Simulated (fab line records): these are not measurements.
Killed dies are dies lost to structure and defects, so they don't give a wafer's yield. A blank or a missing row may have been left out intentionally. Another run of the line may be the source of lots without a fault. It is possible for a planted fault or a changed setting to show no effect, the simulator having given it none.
Matching of chambers	flow nand-harc	rie-diel-06 running NHARC_A_STAIRCASE_DESCUM_11: 4 sister chambers
The step chemistry O2, time 3 s. 18 wafers are shown with their chamber, then 9 later ones without.

== WAFERS, EACH WITH ITS CHAMBER ==
wafer	chamber	drypump-motor-current-A (A)	showerhead-plenum-p-Torr (Torr)	oes-product-au (a.u.)
L076.1	3	5.9	1.90	0.986
L076.3	0	5.5	2.03	0.998
L076.4	1	5.7	1.90	1.005
L074.1	1	5.7	1.90	1.002
L074.5	1	5.7	1.90	1.020
L074.6	2	6.6	1.87	0.993
L075.1	1	5.7	1.90	1.003
L075.2	2	6.6	1.87	0.974
L075.3	0	5.5	2.03	0.991
L075.4	3	5.9	1.90	0.987
L075.5	2	6.7	1.87	0.975
L075.6	1	5.7	1.90	1.002
L080.1	3	5.9	1.89	1.001
L080.5	1	5.7	1.89	1.011
L080.6	2	6.6	1.87	0.986
L081.1	0	5.5	2.02	0.992
L081.2	1	5.7	1.89	0.998
L081.5	3	5.9	1.89	0.996

SIGNATURES (means of the wafers above)
reading	chamber 0	chamber 1	chamber 2	chamber 3	scatter within a chamber
drypump-motor-current-A	5.500	5.700	6.625	5.900	0.0231
showerhead-plenum-p-Torr	2.0267	1.8971	1.8700	1.8950	0.0047
oes-product-au	0.99367	1.00586	0.98200	0.99250	0.00738
Rule: distance of a wafer from a chamber = root of the sum over the readings of ((wafer's reading minus chamber's mean) / reading's scatter) squared. If the next closest chamber is less than 2 further off than the closest, the wafer can't be placed; otherwise it belongs to the closest. The scatter is the square root of a quotient: the sum, over the shown wafers, of each reading's squared deviation from its chamber's mean, divided by wafers minus chambers.

== WAFERS WITH NO CHAMBER GIVEN ==
wafer	drypump-motor-current-A (A)	showerhead-plenum-p-Torr (Torr)	oes-product-au (a.u.)
L087.3	5.7	1.89	1.001
L087.4	5.7	1.89	1.007
L087.5	5.9	1.89	0.983
L088.2	5.7	1.88	1.006
L088.5	6.6	1.86	0.991
L088.6	5.9	1.88	0.992
L092.1	6.6	1.85	0.998
L092.3	5.9	1.88	0.997
L092.6	5.7	1.88	1.010

== EACH ONE'S CHAMBER ==
wafer	from the rows above	in truth
L087.3	1	1
L087.4	1	1
L087.5	3	3
L088.2	1	1
L088.5	2	2
L088.6	3	3
L092.1	2	2
L092.3	3	3
L092.6	1	1
Correctly placed: 9 of 9. Can't be placed from these rows: 0. 0 placed wrongly.
